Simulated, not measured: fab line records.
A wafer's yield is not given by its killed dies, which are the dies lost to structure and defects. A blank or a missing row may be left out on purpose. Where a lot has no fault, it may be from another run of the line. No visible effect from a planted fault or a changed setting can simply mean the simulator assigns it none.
A lot that was struck, set against a sound lot | flow n5 finfet | 32 out of 1938 route steps
Sound: these wafers, L548.2, L548.4, L548.6. Wafers struck: L550.1, L550.2, L550.5. Last of all comes the cause.
Per side, at each step with rows, come the tool, then ch with its chambers, and then its first start. Under that, the readings that differ: sound wafers | struck wafers | difference of the means | sigmas: that difference in standard deviations of wafers without a fault.
alike: same words and numbers on both sides, and readings whose means sit less than 2 such deviations apart. not compared: any withheld reading, any reading some wafer has no value for, any bound like >300 that may hide the same value, and any number with overlapping values for which the record gives no deviation.
The two part at a step that has a row with sigmas, a row that says differs or no value, or rows on one side only. Numbers that have no deviation but don't overlap get no sigmas and don't part them. A reading missing from all wafers of one side parts the sides only when that side holds two or more wafers.

first, 8 steps without rows for these wafers: N5_BEOL_M14_HARDBAKE_32 (time 120 s); N5_BEOL_M14_DESCUM_33 (chemistry O2, time 7.9 s); N5_BEOL_M14_ETCH_67 (etches SiARC in CF4, target depth 143 nm, time 238.3 s); N5_BEOL_M14_ETCH_68 (etches SOC in N2/H2, time 450 s); N5_BEOL_M14_STRIP_69 (strips in N2/H2); N5_BEOL_M14_TRENCH_ETCH_34 (etches SiO2 in C4F8/O2/Ar, target depth 556.65 nm, time 126.9 s); N5_BEOL_M14_STRIP_70 (strips in C4F8/O2/Ar); N5_BEOL_M14_STRIP_37 (strips in O2).
N5_BEOL_M14_ETCH_38: etches SiCN in CF4/N2, target depth 106.5 nm, time 120.6 s.
  sound on rie diel-01 ch 1,2,3, day 15 21:28; struck on rie diel-01 ch 1,2,3, day 16 14:34
  alike: drypump motor current A, oes product au, rf fwd power W, rf vpp V, showerhead plenum p Torr, throttle valve pct
  not compared: rf hours counter h
then, 22 steps without rows for these wafers: N5_BEOL_M14_PRECLEAN_39 (cleans in residue remover, time 60 s); N5_BEOL_M14_SRD_40 (time 30 s, dry time 30 s); N5_BEOL_M14_DEGAS_41 (time 60 s); N5_BEOL_M14_PRE_CLEAN_42 (time 30 s); N5_BEOL_M14_SPUTTER_43 (material TaN, target thk 15 nm, time 24.19 s); N5_BEOL_M14_SPUTTER_44 (material Ta, target thk 15 nm, time 24.19 s); N5_BEOL_M14_SPUTTER_45 (material Cu, target thk 100 nm, time 16.67 s); N5_BEOL_M14_ECD_47 (material Cu, target thk 1248 nm); N5_BEOL_M14_ANNEAL_48 (time 90 s); N5_BEOL_M14_CMP_49 (polishes, stops on SiO2, t overpolish 5.2 s, target thk 560 nm); N5_BEOL_M14_PRE_CLEAN_52 (time 15 s); N5_BEOL_M14_DEP_53 (deposits SiCN from 3MS/NH3, target thk 50 nm, time 17.8 s); N5_BEOL_M15_ILD_DEP_00 (deposits SiO2 from TEOS/O2, target thk 1629.3 nm, time 346.1 s); N5_BEOL_M15_COAT_58 (time 60 s, resist thk 89 nm); N5_BEOL_M15_COAT_04 (resist thk 800 nm); N5_BEOL_M15_EBR_06; N5_BEOL_M15_SOFTBAKE_05 (time 60 s); N5_BEOL_M15_EXPOSE_07 (exposes mask V14); N5_BEOL_M15_PEB_08 (peb time 90 s); N5_BEOL_M15_DEVELOP_09 (develop time 45 s); N5_BEOL_M15_HARDBAKE_14 (time 120 s); N5_BEOL_M15_DESCUM_15 (chemistry O2, time 7.9 s).
N5_PASSIVATION_PROBE_49:
  sound: prober-02 at day 16 18:31; struck: prober-01 at day 17 15:34
  reading                  | sound          | struck         | difference | sigmas
  defect limited yield (%) | 93.5 92.7 93.6 | 82.5 80.3 88.8 | -9.4       | -7
  killed_at_M4_up          | 16 17 18       | 126 143 57     | +92        | +17
  killed dies              | 77 86 76       | 206 232 132    | +110       | +6
  killed on rim            | 11 9 9         | 19 17 25       | +11        | +2
  sort_bin_5_function (%)  | 4.1 4.3 3.4    | 11.3 12.1 6.8  | +6.1       | +6
  sort_bin_6_memory (%)    | 1.7 2.9 2.4    | 4.7 5.1 3.1    | +2.0       | +3
  sort n pass              | 1103 1094 1104 | 974 948 1048   | -110       | -6
  sort yield pct (%)       | 93.5 92.7 93.6 | 82.5 80.3 88.8 | -9.4       | -7
  alike: killed_at_M0_to_M3, killed at contacts, killed at front end, killed at other, killed open, killed short, sort_bin_8_speed

## WHERE THEY PART
At N5_PASSIVATION_PROBE_49 and nowhere else, as far as this record goes.

WHY: whatever the simulator had introduced
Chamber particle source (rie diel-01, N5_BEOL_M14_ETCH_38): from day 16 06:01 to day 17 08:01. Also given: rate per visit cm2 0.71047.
